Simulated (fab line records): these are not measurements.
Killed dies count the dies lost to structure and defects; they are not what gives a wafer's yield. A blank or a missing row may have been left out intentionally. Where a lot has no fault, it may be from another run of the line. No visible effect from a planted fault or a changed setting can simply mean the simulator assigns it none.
3 desks, one fault | flow n5 finfet | every desk sees just its own numbers, and what lay behind them comes last

THE DEFECT DESK
Inspection counts along the route, by lot: the mean over sampled wafers that carry a number. If a lot's mean is further than 4 standard deviations from the usual mean, the lot is out of limits and carries the mark OUT (the distance appears in the brackets).
Columns: A = raw defect count at N5_HKMG_FIN_INSPECT_61, usual 2.3
lot  | first seen here | A
L422 | day 4 17:23     | 4.3
L424 | day 5 07:20     | 2.7
L429 | day 6 13:32     | 2.0
L433 | day 7 12:21     | 0.7
L436 | day 8 04:08     | 2.3
L437 | day 8 08:53     | 2.3
Result from this desk: across the 6 lots, nothing is out of limits.

THE TOOL OWNER'S DESK: rie diel-03
The tool's own readings at N5_HKMG_FIN_ETCH_58 (etches SOC in N2/H2, target depth 215.8 nm, time 741 s): means of the sampled wafers that have a number, for each lot that ran on this tool. If a lot's mean is further than 4 standard deviations from the usual mean, the lot is out of limits and carries the mark OUT (the distance appears in the brackets).
Columns: A = drypump motor current A at N5_HKMG_FIN_ETCH_58, usual 5.5 A; B = oes product au at N5_HKMG_FIN_ETCH_58, usual 0.81 a.u.; C = rf vpp V at N5_HKMG_FIN_ETCH_58, usual 98.9 V; D = showerhead plenum p Torr at N5_HKMG_FIN_ETCH_58, usual 2.53 Torr; E = throttle valve pct at N5_HKMG_FIN_ETCH_58, usual 17.8 %
lot  | first seen here | A   | B    | C    | D    | E
L422 | day 4 17:43     | 5.8 | 0.83 | 99.5 | 2.57 | 17.9
L424 | day 5 08:01     | 5.7 | 0.92 | 98.6 | 2.57 | 17.9
L429 | day 6 14:02     | 5.7 | 0.91 | 99.5 | 2.56 | 17.9
Result from this desk: across the 3 lots, nothing is out of limits.

METROLOGY DESK
Lot by lot, what the gauges showed, no matter which tool ran the lot: averages of those sampled wafers that carry a number. If a lot's mean is further than 4 standard deviations from the usual mean, the lot is out of limits and carries the mark OUT (the distance appears in the brackets). Only the readings that lie furthest out on some lot appear, 7 of the 12 it has.
Columns: A = DIBL_N at N5_BEOL_M4_RC_MEAS_101, usual 35.8 mV/V; B = DIBL_P at N5_BEOL_M4_RC_MEAS_101, usual 35.9 mV/V; C = IOFF_P at N5_BEOL_M4_RC_MEAS_101, usual 0.21 nA/um; D = ION_P at N5_BEOL_M4_RC_MEAS_101, usual 462 uA/um; E = SS_P at N5_BEOL_M4_RC_MEAS_101, usual 73.2 mV/dec; F = VT_N at N5_BEOL_M4_RC_MEAS_101, usual 250 mV; G = VT_P at N5_BEOL_M4_RC_MEAS_101, usual -250 mV
lot  | first seen here | A    | B    | C    | D   | E    | F   | G
L422 | day 4 17:20     | 36.6 | 34.1 | 0.16 | 454 | 73.1 | 254 | -256
L424 | day 5 07:17     | 36.2 | 34.6 | 0.22 | 462 | 73.0 | 249 | -246
L429 | day 6 13:28     | 36.9 | 34.2 | 0.19 | 457 | 73.5 | 252 | -252
L433 | day 7 12:18     | 34.6 | 34.5 | 0.18 | 460 | 72.8 | 251 | -254
L436 | day 8 04:04     | 36.1 | 36.7 | 0.22 | 461 | 73.7 | 247 | -248
L437 | day 8 08:50     | 33.6 | 35.4 | 0.21 | 461 | 72.6 | 249 | -250
Result from this desk: across the 6 lots, nothing is out of limits.

TAKEN TOGETHER
The defect desk saw nothing out of limits.
The tool owner's desk saw nothing out of limits.
At the metrology desk, nothing out of limits was observed.

WHAT THE SIMULATOR HAD INSERTED
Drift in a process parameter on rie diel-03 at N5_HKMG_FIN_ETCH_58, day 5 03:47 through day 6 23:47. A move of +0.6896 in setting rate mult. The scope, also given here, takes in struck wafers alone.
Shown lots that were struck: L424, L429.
